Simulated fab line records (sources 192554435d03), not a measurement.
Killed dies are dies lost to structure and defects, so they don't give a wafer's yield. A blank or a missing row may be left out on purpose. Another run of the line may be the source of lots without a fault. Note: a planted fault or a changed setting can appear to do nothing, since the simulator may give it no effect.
A struck lot beside a sound one | flow n5_finfet | 16 out of 1938 route steps
Sound: these wafers, L673.2, L673.3, L673.5. Struck: wafer L682.6. (L682.2, L682.3 of the same lot were not struck and are left out.) The cause comes at the end.
At each step with rows: each side's tool, then ch and its chambers, then its first start. Under that, the readings that differ: sound wafers | struck wafers | difference of the means | sigmas: that difference in standard deviations of wafers without a fault.
alike: same words and numbers on both sides, and readings whose means sit less than 2 such deviations apart. not compared: any withheld reading, any reading some wafer has no value for, any bound like >300 that may hide the same value, and any number with overlapping values for which the record gives no deviation.
Wherever a step has rows on one side only, a row that says differs or no value, or a row with sigmas, the two part there. When numbers do not overlap yet have no deviation, they are printed without sigmas and do not part them. A reading that every wafer of one side lacks parts them only if that side has two wafers or more.

N5_BEOL_M0_SAQP_INSPECT_16: inspects for defects (brightfield).
  sound on defect_inspect-02 at day 7 17:58; struck on defect_inspect-02 at day 9 20:07
  alike: raw_defect_count
then, 1 step without rows for these wafers: N5_BEOL_M0_SAQP_DESCUM_19 (chemistry O2, time 7.9 s).
N5_BEOL_M0_SAQP_ETCH_83: etches SiARC in CF4, target depth 39 nm, time 65 s.
  sound on rie_diel-04 ch 0,2, day 7 18:04; struck on rie_diel-03 ch 2, day 9 20:11
  alike: drypump_motor_current_A, etch_rf_on_time_s, oes_product_au, rf_vpp_V, showerhead_plenum_p_Torr, throttle_valve_pct
  not compared: rf_hours_counter_h
then, 2 steps without rows for these wafers: N5_BEOL_M0_SAQP_ETCH_84 (etches SOC in N2/H2, target depth 100 nm, overetch 20 nm, time 150 s); N5_BEOL_M0_SAQP_STRIP_80 (strips in N2/H2).
N5_BEOL_M0_SAQP_HM_OPEN_112: chemistry CHF3/O2, target SiO2, stops on a-Si, target depth 12 nm, time 13.5 s.
  sound on rie_diel-04 ch 0,2, day 7 18:13; struck on rie_diel-03 ch 2, day 9 20:21
  reading                         | sound          | struck | difference | sigmas
  showerhead_plenum_p_Torr (Torr) | 2.28 2.37 2.28 | 2.49   | +0.18      | +2
  alike: drypump_motor_current_A, oes_product_au, rf_vpp_V, throttle_valve_pct
  not compared: rf_hours_counter_h
then, 1 step without rows for these wafers: N5_BEOL_M0_SAQP_STRIP_113 (strips in CHF3/O2).
N5_BEOL_M0_SAQP_MANDREL_ETCH_20: etches a-Si in HBr/Cl2, stops on SiNx, target depth 60 nm, bt time 10 s, time 30 s.
  sound on rie_si-01 ch 1,2, day 7 18:19; struck on rie_si-01 ch 3, day 9 20:26
  alike: HBr_flow_sccm, drypump_motor_current_A, oes_product_au, throttle_valve_pct
  not compared: rf_hours_counter_h
N5_BEOL_M0_SAQP_STRIP_86: strips in N2/H2.
  sound on rie_diel-05 ch 0,1,2, day 7 18:25; struck on rie_diel-05 ch 0, day 9 20:32
  alike: bias_power_w, drypump_motor_current_A, oes_product_au, rf_vpp_V, showerhead_plenum_p_Torr, throttle_valve_pct
  not compared: rf_hours_counter_h
then, 3 steps without rows for these wafers: N5_BEOL_M0_SAQP_STRIP_115 (strips in post etch residue remover, time 60 s); N5_BEOL_M0_SAQP_SRD_93 (time 30 s); N5_BEOL_M0_SAQP_RECESS_114 (chemistry HF/NH3, target SiO2, target depth 14.4 nm, afs cycles 3, sublimation time 60 s).
N5_BEOL_M0_SAQP_SPACER1_ALD_98: deposits SiO2, target thk 12.8 nm, pulse time 1 s, purge time 2 s.
  sound on ald_sin-03 ch 1,2, day 7 19:07; struck on ald_sin-03 ch 1, day 9 21:03
  reading              | sound                | struck | difference | sigmas
  susceptor_temp_C (C) | 300.14 300.33 300.04 | 295.14 | -5.03      | -28
  alike: heater_power_w, precursor_pulse_height_rel
N5_BEOL_M0_SAQP_SPACER1_ETCHBACK_99: etches SiO2 in CHF3/O2, target depth 15.4 nm, time 7.7 s.
  sound on rie_diel-04 ch 0,1, day 7 19:38; struck on rie_diel-05 ch 2, day 9 21:32
  reading                         | sound          | struck | difference | sigmas
  showerhead_plenum_p_Torr (Torr) | 2.28 2.31 2.31 | 2.47   | +0.17      | +2
  alike: drypump_motor_current_A, oes_product_au, rf_vpp_V, throttle_valve_pct
  not compared: rf_hours_counter_h
-- record jumps: 2 days separate the struck wafers' starts on either side; left off in module BEOL_M0_SAQP, taken up again in module BEOL_M4, whose first shown step is the route's number 1111 --
N5_BEOL_M4_RC_MEAS_101:
  sound on prober-02 ch 0, day 10 03:14; struck on prober-01 ch 0, day 12 05:41
  reading        | sound             | struck | difference | sigmas
  DIBL_P (mV/V)  | 34.7 35.0 34.3    | 38.5   | +3.8       | +2
  IOFF_N (nA/um) | 0.118 0.128 0.118 | 0.180  | +0.059     | +2
  SS_N (mV/dec)  | 71.4 71.9 71.0    | 72.7   | +1.3       | +2
  alike: DIBL_N, IOFF_P, ION_N, ION_P, SS_P, VT_N, VT_P
N5_PASSIVATION_PROBE_49:
  sound wafers here have rows in the record (prober-02, day 14 03:46); struck ones have none

== WHERE THEY PART ==
Earliest at N5_BEOL_M0_SAQP_HM_OPEN_112; latest, in this record, at N5_PASSIVATION_PROBE_49.

WHY: the cause the simulator had injected
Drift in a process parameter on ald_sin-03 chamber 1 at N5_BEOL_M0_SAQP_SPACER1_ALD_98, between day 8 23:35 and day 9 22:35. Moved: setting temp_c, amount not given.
